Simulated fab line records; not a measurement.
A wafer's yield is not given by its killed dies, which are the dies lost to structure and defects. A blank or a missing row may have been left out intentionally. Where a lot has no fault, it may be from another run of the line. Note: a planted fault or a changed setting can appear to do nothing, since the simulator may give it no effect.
Which tool is to blame? + flow n5Finfet + 10 lots, 30 wafers sampled, at 2 steps of a route of 1938

## WHAT THE GAUGES READ, wafer by wafer
N5_MIM_BOT_LITHO_OVL_MEAS_11. Usual: MIM_BOT_OVL typically reads -1 nm, with standard deviation 5.1.
| lot  | measured     | on         | MIM_BOT_OVL (nm) | flag |
|------|--------------|------------|------------------|------|
| L373 | day 12 21:04 | overlay-02 | 0 -4 -5          |      |
| L375 | day 13 07:16 | overlay-01 | -5 2 -8          |      |
| L377 | day 13 10:40 | overlay-02 | 2 -6 1           |      |
| L379 | day 14 04:44 | overlay-02 | 3 6 0            |      |
| L380 | day 14 14:49 | overlay-01 | 0 -5 2           |      |
| L381 | day 14 20:40 | overlay-02 | -8 -2 10         |      |
| L383 | day 15 02:50 | overlay-02 | -6 1 -1          |      |
| L384 | day 15 15:53 | overlay-02 | 2 7 3            |      |
| L386 | day 16 09:52 | overlay-02 | 3 4 5            |      |
| L390 | day 16 20:38 | overlay-01 | 5 -3 -7          |      |

## TOOL THAT RAN EACH LOT (tool first, then ch and the chambers of the sampled wafers, then the start)
| lot  | N5_MOL_CONTACT_COAG_ETCH_67       |
|------|-----------------------------------|
| L373 | rieDiel-05 ch 0,1,3, day 5 22:51  |
| L375 | rieDiel-06 ch 0,1,2, day 6 13:01  |
| L377 | rieDiel-05 ch 0,1,3, day 6 17:41  |
| L379 | rieDiel-05 ch 0,3, day 7 14:14    |
| L380 | rieDiel-05 ch 0,3, day 7 14:59    |
| L381 | rieDiel-05 ch 0,1,2, day 7 22:01  |
| L383 | rieDiel-05 ch 0,1,3, day 8 11:32  |
| L384 | rieDiel-05 ch 2,3, day 8 16:06    |
| L386 | rieDiel-06 ch 0,2, day 8 23:13    |
| L390 | rieDiel-05 ch 0,2,3, day 10 03:10 |
- N5_MOL_CONTACT_COAG_ETCH_67: etches SOC in N2/H2, target depth 60 nm, overetch 21 nm, time 101.2 s.

## AS READ BY THE TOOLS THEMSELVES (means over the sampled wafers that have a number; for cases with no such wafer, the mark the record gives instead)
N5_MOL_CONTACT_COAG_ETCH_67. Usual: drypumpMotorCurrentA 5.6 A, standard deviation 0.46; oesProductAu 0.67 a.u., standard deviation 0.08; rfVppV 524.7 V, standard deviation 2.7; showerheadPlenumPTorr 2.58 Torr, standard deviation 0.098; throttleValvePct 17.86 %, standard deviation 0.28.
| lot  | tool       | drypumpMotorCurrentA (A) | oesProductAu (a.u.) | rfVppV (V) | showerheadPlenumPTorr (Torr) | throttleValvePct (%) | flag |
|------|------------|--------------------------|---------------------|------------|------------------------------|----------------------|------|
| L373 | rieDiel-05 | 5.3                      | 0.73                | 524.3      | 2.58                         | 17.79                |      |
| L375 | rieDiel-06 | 5.6                      | 0.59                | 521.9      | 2.45                         | 18.31                |      |
| L377 | rieDiel-05 | 5.3                      | 0.70                | 523.9      | 2.58                         | 17.80                |      |
| L379 | rieDiel-05 | 5.6                      | 0.71                | 524.7      | 2.53                         | 17.62                |      |
| L380 | rieDiel-05 | 5.2                      | 0.66                | 524.2      | 2.59                         | 17.76                |      |
| L381 | rieDiel-05 | 5.5                      | 0.74                | 525.9      | 2.59                         | 17.71                |      |
| L383 | rieDiel-05 | 5.3                      | 0.68                | 523.9      | 2.57                         | 17.84                |      |
| L384 | rieDiel-05 | 5.3                      | 0.71                | 527.3      | 2.69                         | 17.70                |      |
| L386 | rieDiel-06 | 5.6                      | 0.58                | 522.4      | 2.48                         | 18.25                |      |
| L390 | rieDiel-05 | 5.5                      | 0.68                | 524.4      | 2.60                         | 17.68                |      |

## THE ANSWER, worked out from the rows above alone
Rule: take the mean of a lot's wafers that have a number; if it is more than 3 standard deviations from the usual mean, the lot is off. A lot without any number at a reading at which 4 lots or more have one is off too. Any other lot the step has rows for is counted as sound. Order of review: gauges by route order, followed by the tools' own readings, for which a lot's mean as printed above is used. At the first step where some lot is off, the reading lying furthest off is the one used; lots without a number count as furthest.
No lot is off at any reading shown: from this, nothing can be told.

## WHAT WAS PUT IN BY THE SIMULATOR
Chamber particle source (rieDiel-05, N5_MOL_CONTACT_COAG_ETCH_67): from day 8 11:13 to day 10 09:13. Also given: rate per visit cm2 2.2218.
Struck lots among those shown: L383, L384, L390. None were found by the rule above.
